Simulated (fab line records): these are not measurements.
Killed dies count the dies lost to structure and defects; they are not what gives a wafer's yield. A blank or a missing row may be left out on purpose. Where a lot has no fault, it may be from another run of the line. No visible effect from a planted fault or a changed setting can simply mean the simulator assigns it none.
Matching of chambers + flow n5 finfet + 3 sister chambers for N5_BEOL_M3_ILD_DEP_00 on pecvd-03
The step deposits SiOC from DEMS/O2, target thk 79 nm, time 15.3 s. 14 wafers are shown with their chamber, then 7 later ones without.

WAFERS, EACH WITH ITS CHAMBER
| wafer  | chamber | showerhead vpp V (V) | heater power w (W) | throttle valve pct (%) |
|--------|---------|----------------------|--------------------|------------------------|
| L074.2 | 0       | 1259                 | 511                | 12.2                   |
| L074.4 | 1       | 1330                 | 446                | 12.3                   |
| L074.5 | 0       | 1255                 | 520                | 11.9                   |
| L080.1 | 1       | 1325                 | 471                | 12.1                   |
| L080.5 | 2       | 1462                 | 584                | 11.8                   |
| L080.6 | 1       | 1292                 | 458                | 11.9                   |
| L076.2 | 0       | 1296                 | 585                | 12.0                   |
| L076.4 | 1       | 1340                 | 398                | 12.1                   |
| L076.6 | 0       | 1251                 | 573                | 12.2                   |
| L083.1 | 1       | 1320                 | 473                | 12.3                   |
| L083.3 | 2       | 1469                 | 530                | 12.0                   |
| L083.4 | 0       | 1233                 | 553                | 11.9                   |
| L081.2 | 2       | 1467                 | 586                | 11.8                   |
| L081.3 | 1       | 1330                 | 479                | 12.0                   |

SIGNATURES (averages over the wafers above)
| reading            | chamber 0 | chamber 1 | chamber 2 | scatter within a chamber |
|--------------------|-----------|-----------|-----------|--------------------------|
| showerhead vpp V   | 1258.80   | 1322.83   | 1466.00   | 17.9                     |
| heater power w     | 548.40    | 454.17    | 566.67    | 31.2                     |
| throttle valve pct | 12.040    | 12.117    | 11.867    | 0.15                     |
Rule: distance of a wafer from a chamber = root of the sum over the readings of ((wafer's reading minus chamber's mean) / reading's scatter) squared. The wafer belongs to the nearest chamber; if the next one is less than 2 further off, it can't be placed. The scatter: the root of (the sum of the squares of (reading less its chamber's mean) over the shown wafers, divided by (wafers less chambers)).

WAFERS WHOSE CHAMBER IS MISSING
| wafer  | showerhead vpp V (V) | heater power w (W) | throttle valve pct (%) |
|--------|----------------------|--------------------|------------------------|
| L081.5 | 1246                 | 566                | 12.1                   |
| L092.2 | 1498                 | 594                | 11.7                   |
| L092.3 | 1250                 | 590                | 12.4                   |
| L092.4 | 1239                 | 600                | 12.1                   |
| L094.3 | 1248                 | 595                | 12.0                   |
| L094.4 | 1453                 | 572                | 11.6                   |
| L094.6 | 1232                 | 582                | 12.2                   |

WHICH CHAMBER EACH WENT THROUGH
| wafer  | from the rows above | in truth |
|--------|---------------------|----------|
| L081.5 | 0                   | 0        |
| L092.2 | 2                   | 2        |
| L092.3 | 0                   | 0        |
| L092.4 | 0                   | 0        |
| L094.3 | 0                   | 0        |
| L094.4 | 2                   | 2        |
| L094.6 | 0                   | 0        |
Placed correctly: 7 of 7. Left unplaced by these rows: 0. Wrongly placed: 0.
